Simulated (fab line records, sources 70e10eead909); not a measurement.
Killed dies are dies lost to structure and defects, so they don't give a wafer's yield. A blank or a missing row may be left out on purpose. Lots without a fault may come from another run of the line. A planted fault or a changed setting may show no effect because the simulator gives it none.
Chamber matching | flow nand_harc | NHARC_P_M1_CMP_23 on cmp-03: 4 sister chambers
The step polishes, t overpolish 20 s, target thk 157.82 nm. 14 wafers are shown with their chamber, then 7 later ones without.

WAFERS WITH THEIR CHAMBER
wafer  | chamber | motor_current_A (A) | slurry_filter_dp_kPa (kPa) | time_to_endpoint_s (s)
L075.1 | 2       | 13.5                | 13.48                      | 26.6
L075.2 | 1       | 14.1                | 13.55                      | 25.6
L075.5 | 0       | 9.6                 | 13.20                      | 26.0
L078.1 | 3       | 12.6                | 13.77                      | 23.7
L078.2 | 2       | 13.4                | 13.20                      | 29.6
L078.3 | 0       | 9.9                 | 13.67                      | 26.2
L087.1 | 1       | 14.1                | 13.48                      | 28.9
L087.2 | 0       | 9.5                 | 13.60                      | 29.4
L087.4 | 3       | 12.3                | 13.48                      | 29.3
L089.3 | 2       | 12.5                | 13.55                      | 30.4
L089.4 | 0       | 9.8                 | 13.51                      | 27.6
L089.5 | 0       | 10.0                | 13.46                      | 27.6
L090.1 | 0       | 9.7                 | 13.45                      | 28.5
L090.3 | 1       | 13.8                | 13.80                      | 29.6

SIGNATURES (means of the wafers above)
reading              | chamber 0 | chamber 1 | chamber 2 | chamber 3 | scatter within a chamber
motor_current_A      | 9.750     | 14.000    | 13.133    | 12.450    | 0.298
slurry_filter_dp_kPa | 13.4817   | 13.6100   | 13.4100   | 13.6250   | 0.173
time_to_endpoint_s   | 27.550    | 28.033    | 28.867    | 26.500    | 2.03
Rule: a wafer's distance from a chamber is the root of the sum, over the readings, of the square of ((its reading less the chamber's mean) divided by the reading's scatter). The wafer belongs to the nearest chamber; if the next one is less than 2 further off, it can't be placed. The scatter: the root of (the sum of the squares of (reading less its chamber's mean) over the shown wafers, divided by (wafers less chambers)).

WAFERS WITHOUT THEIR CHAMBER
wafer  | motor_current_A (A) | slurry_filter_dp_kPa (kPa) | time_to_endpoint_s (s)
L090.4 | 12.9                | 13.54                      | 28.9
L093.2 | 13.6                | 13.58                      | 33.6
L093.4 | 12.9                | 13.60                      | 30.6
L093.6 | 13.8                | 13.48                      | 31.7
L095.1 | 9.9                 | 13.57                      | 32.1
L095.2 | 12.9                | 13.46                      | 28.1
L095.3 | 13.3                | 13.34                      | 31.2

WHICH CHAMBER EACH WENT THROUGH
wafer  | from the rows above     | in truth
L090.4 | can't be placed: 2 or 3 | 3
L093.2 | can't be placed: 2 or 1 | 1
L093.4 | can't be placed: 2 or 3 | 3
L093.6 | can't be placed: 1 or 2 | 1
L095.1 | 0                       | 0
L095.2 | can't be placed: 2 or 3 | 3
L095.3 | can't be placed: 2 or 1 | 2
Placed correctly: 1 of 7. Can't be placed from these rows: 6 (the true chamber is among the candidates in 6). Placed wrongly: 0.
